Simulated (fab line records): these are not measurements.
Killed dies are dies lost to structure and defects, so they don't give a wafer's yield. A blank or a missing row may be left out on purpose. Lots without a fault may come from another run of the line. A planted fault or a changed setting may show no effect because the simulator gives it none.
Which of the tools did it? | flow n5 finfet | Sampling: 12 lots, 36 wafers, 2 of 1938 route steps

== WHAT EACH GAUGE READ, for each wafer ==
N5_BEOL_M1_CD_MEAS_11 targets a cd of 17.05 nm.
lot  | measured     | on        | cd nm (nm)
L075 | day 6 10:19  | cd sem-02 | 17.02 16.73 17.18
L077 | day 6 18:58  | cd sem-02 | 17.18 17.10 17.27
L079 | day 7 07:53  | cd sem-02 | 16.83 17.39 16.85
L081 | day 7 20:32  | cd sem-01 | 17.06 17.19 16.72
L083 | day 8 11:04  | cd sem-03 | 16.81 17.44 16.96
L085 | day 8 19:17  | cd sem-02 | 16.68 17.47 16.85
L087 | day 9 08:06  | cd sem-02 | 16.80 17.52 17.19
L090 | day 10 01:33 | cd sem-01 | 17.31 16.99 17.21
L092 | day 10 15:03 | cd sem-03 | 17.26 17.09 17.61
L093 | day 10 21:29 | cd sem-01 | 17.00 17.16 17.35
L095 | day 11 09:28 | cd sem-01 | 17.21 17.31 17.33
L097 | day 11 22:00 | cd sem-02 | 17.06 17.22 17.10

== EACH LOT AND THE TOOL THAT RAN IT (in order: tool; ch and the chambers of the sampled wafers; start) ==
lot  | N5_BEOL_M1_ILD_DEP_00
L075 | pecvd-04 ch 0,1, day 6 07:52
L077 | pecvd-03 ch 1,2, day 6 17:34
L079 | pecvd-04 ch 1,2, day 7 06:43
L081 | pecvd-02 ch 0,1,2, day 7 19:20
L083 | pecvd-02 ch 0,1,2, day 8 09:58
L085 | pecvd-02 ch 0,1,2, day 8 17:49
L087 | pecvd-03 ch 0,1,2, day 9 05:29
L090 | pecvd-03 ch 0,1, day 9 23:01
L092 | pecvd-02 ch 1,2, day 10 14:21
L093 | pecvd-02 ch 0,1, day 10 18:34
L095 | pecvd-04 ch 0,2, day 11 07:53
L097 | pecvd-03 ch 1,2, day 11 19:20
- N5_BEOL_M1_ILD_DEP_00: deposits SiOC from DEMS/O2, target thk 79 nm, time 15.3 s.

== THE ANSWER, worked out from the rows above alone ==
Rule: usual is defined by the lots themselves. The widest of any qualifying gaps counts: lots, ordered by their means at a reading, are off when they make up no more than a third of the lots, leave a main group of 4 or more, and stand apart from it by 3 or more times the standard deviation of that group's means. Not used: any main group whose means are identical at the precision the tables above print for the reading. Also off: a lot with no number at a reading for which 4 or more lots have one. Where the step has rows for the other lots, those lots are counted as sound.
No lot is off on any of the readings shown, so nothing can be concluded from this.

== WHAT HAD BEEN PUT IN BY THE SIMULATOR ==
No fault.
